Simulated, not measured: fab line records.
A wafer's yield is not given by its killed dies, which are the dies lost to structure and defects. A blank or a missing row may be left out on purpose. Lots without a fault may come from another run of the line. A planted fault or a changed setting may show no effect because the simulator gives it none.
A lot that was struck, set against a sound lot | flow n5_finfet | 15 steps out of a route of 1938
Sound: these wafers, L110.1, L110.4, L110.5. The struck wafers were L998.1, L998.2, L998.5. The cause is named last.
Per side, at each step with rows, come the tool, then ch with its chambers, and then its first start. Under that, the readings that differ: sound wafers | struck wafers | difference of the means | sigmas: that difference in standard deviations of wafers without a fault.
alike: same words and numbers on both sides, and readings whose means sit less than 2 such deviations apart. not compared: any withheld reading, any reading some wafer has no value for, any bound like >300 that may hide the same value, and any number with overlapping values for which the record gives no deviation.
The two part at a step that has a row with sigmas, a row that says differs or no value, or rows on one side only. When numbers do not overlap yet have no deviation, they are printed without sigmas and do not part them. A reading missing from all wafers of one side parts the sides only when that side holds two or more wafers.

first, 1 step without rows for these wafers: N5_BEOL_M13_HARDBAKE_14 (time 120 s).
N5_BEOL_M13_CD_MEAS_10: target cd 190 nm.
  sound on cd_sem-02 ch 0, day 18 04:44; struck on cd_sem-01 ch 0, day 16 23:54
  alike: cd_nm
N5_BEOL_M13_OVL_MEAS_11:
  sound on overlay-01 ch 0, day 18 04:46; struck on overlay-01 ch 0, day 16 23:56
  alike: V12_OVL
N5_BEOL_M13_INSPECT_12: inspects for defects (macro).
  struck on defect_inspect-02, day 16 23:58; sound on defect_inspect-02, day 18 04:48
  alike: raw_defect_count
N5_BEOL_M13_DESCUM_15: chemistry O2, time 7.9 s.
  sound on rie_diel-06 ch 0,2,3, day 18 04:50; struck on rie_diel-04 ch 1,2,3, day 17 00:05
  alike: drypump_motor_current_A, oes_product_au, rf_fwd_power_W, rf_vpp_V, showerhead_plenum_p_Torr, throttle_valve_pct
  not compared: rf_hours_counter_h
N5_BEOL_M13_ETCH_59: etches BARC in N2/H2, target depth 89 nm, overetch 26.7 nm, time 67.9 s.
  sound on rie_diel-06 ch 0,2,3, day 18 04:52; struck on rie_diel-04 ch 1,2,3, day 17 00:07
  alike: drypump_motor_current_A, h2_flow_sccm, oes_product_au, rf_fwd_power_W, rf_vpp_V, showerhead_plenum_p_Torr, throttle_valve_pct
  not compared: rf_hours_counter_h
N5_BEOL_M13_VIA_ETCH_16: etches SiOC in C4F8/O2/Ar, target depth 921.7 nm.
  sound on rie_diel-06 ch 0,2,3, day 18 04:55; struck on rie_diel-04 ch 1,2,3, day 17 00:10
  alike: drypump_motor_current_A, he_inner_torr, oes_product_au, rf_fwd_power_W, rf_vpp_V, showerhead_plenum_p_Torr, throttle_valve_pct
N5_BEOL_M13_STRIP_63: strips in N2/H2.
  sound on plasma_asher-02 ch 0, day 18 05:10; struck on plasma_asher-02 ch 0,1, day 17 00:24
  alike: drypump_motor_current_A, h2_flow_sccm, heater_power_w, oes_product_au, strip_time_to_endpoint_s
  not compared: rf_hours_counter_h
N5_BEOL_M13_STRIP_64: strips in N2/H2.
  sound on plasma_asher-02 ch 0, day 18 05:13; struck on plasma_asher-02 ch 0,1, day 17 00:28
  reading                      | sound             | struck            | difference | sigmas
  h2_flow_sccm (sccm)          | 3263 3250 3260    | 3231 3235 3234    | -24        | -2
  strip_time_to_endpoint_s (s) | 31.42 31.43 31.50 | 31.24 31.26 31.22 | -0.21      | -2
  alike: drypump_motor_current_A, heater_power_w, oes_product_au
  not compared: rf_hours_counter_h
then, 2 steps without rows for these wafers: N5_BEOL_M13_STRIP_71 (strips in post etch residue remover, time 60 s); N5_BEOL_M13_SRD_72 (time 30 s, dry time 30 s).
N5_BEOL_M13_CD_MEAS_17: target cd 190 nm.
  struck on cd_sem-01, day 17 00:38; sound on cd_sem-02, day 18 05:22
  alike: cd_nm
N5_BEOL_M13_COAT_65: time 60 s, resist thk 350 nm.
  sound on litho_track-03 ch 0, day 18 05:24; struck on litho_track-04 ch 0, day 17 00:41
  reading                                   | sound                | struck               | difference | sigmas
  heater_power_total_W (W)                  | 503.3 501.8 500.3    | 454.3 453.6 451.4    | -48.7      | -27
  plate_temp_C (C)                          | 250.06 250.18 250.07 | 230.35 230.55 230.50 | -19.64     | -99 or more
  model.SOC_of_BEOL_M13_COAT_65.thk_nm (nm) | 350.6 350.8 350.6    | 356 356.4 354.8      | +5         |
then, 1 step without rows for these wafers: N5_BEOL_M13_COAT_66 (time 60 s, resist thk 110 nm).
N5_PASSIVATION_PROBE_49:
  the record has rows for the sound wafers here (prober-02, day 19 17:49) and none for the struck ones

## WHERE THEY PART
First at N5_BEOL_M13_STRIP_64; last, within this record, at N5_PASSIVATION_PROBE_49.

WHY: the cause the simulator had injected
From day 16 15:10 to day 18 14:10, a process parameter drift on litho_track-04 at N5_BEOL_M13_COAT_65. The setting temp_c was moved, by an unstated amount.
